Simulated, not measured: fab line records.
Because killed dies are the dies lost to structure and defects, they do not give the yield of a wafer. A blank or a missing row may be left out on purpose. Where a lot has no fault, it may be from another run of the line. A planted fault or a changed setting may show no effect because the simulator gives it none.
Matching of chambers || flow n5 finfet || 3 sister chambers for N5_BEOL_M9_ILD_DEP_00 on pecvd-03
The step deposits SiCOH lowk from DEMS/porogen, target thk 308.51 nm, time 58 s. 6 wafers are shown with their chamber, then 7 later ones without.

## WAFERS, EACH WITH ITS CHAMBER
{"wafer": "L078.3", "chamber": 0, "throttle valve pct (%)": 14.5, "heater power w (W)": 334}
{"wafer": "L078.6", "chamber": 2, "throttle valve pct (%)": 13.7, "heater power w (W)": 267}
{"wafer": "L079.5", "chamber": 1, "throttle valve pct (%)": 14.5, "heater power w (W)": 341}
{"wafer": "L079.6", "chamber": 0, "throttle valve pct (%)": 14.4, "heater power w (W)": 405}
{"wafer": "L088.1", "chamber": 2, "throttle valve pct (%)": 13.3, "heater power w (W)": 255}
{"wafer": "L088.2", "chamber": 1, "throttle valve pct (%)": 14.2, "heater power w (W)": 354}

## WAFERS WITHOUT THEIR CHAMBER
{"wafer": "L088.4", "throttle valve pct (%)": 14.4, "heater power w (W)": 360}
{"wafer": "L091.1", "throttle valve pct (%)": 13.6, "heater power w (W)": 300}
{"wafer": "L091.3", "throttle valve pct (%)": 14.3, "heater power w (W)": 322}
{"wafer": "L091.4", "throttle valve pct (%)": 14.5, "heater power w (W)": 346}
{"wafer": "L092.2", "throttle valve pct (%)": 14.3, "heater power w (W)": 345}
{"wafer": "L092.4", "throttle valve pct (%)": 13.5, "heater power w (W)": 319}
{"wafer": "L092.6", "throttle valve pct (%)": 14.4, "heater power w (W)": 374}

## WHICH CHAMBER EACH WENT THROUGH
{"wafer": "L088.4", "from the rows above": "can't be placed: 0 or 1", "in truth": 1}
{"wafer": "L091.1", "from the rows above": 2, "in truth": 2}
{"wafer": "L091.3", "from the rows above": "can't be placed: 1 or 0", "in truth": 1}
{"wafer": "L091.4", "from the rows above": "can't be placed: 1 or 0", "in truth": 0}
{"wafer": "L092.2", "from the rows above": "can't be placed: 1 or 0", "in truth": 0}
{"wafer": "L092.4", "from the rows above": 2, "in truth": 2}
{"wafer": "L092.6", "from the rows above": "can't be placed: 0 or 1", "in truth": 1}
2 of 7 placed correctly. Can't be placed from these rows: 5 (the true chamber is among the candidates in 5). Number placed wrongly: 0.
How it was worked out, from the rows above alone: a wafer's distance from a chamber is the root of the sum, over the readings, of the square of ((its reading less the chamber's mean) divided by the reading's scatter). If the next closest chamber is less than 2 further off than the closest, the wafer can't be placed; otherwise it belongs to the closest. For every chamber, the mean is computed from those of its wafers that are shown. The scatter: the root of (the sum of the squares of (reading less its chamber's mean) over the shown wafers, divided by (wafers less chambers)).
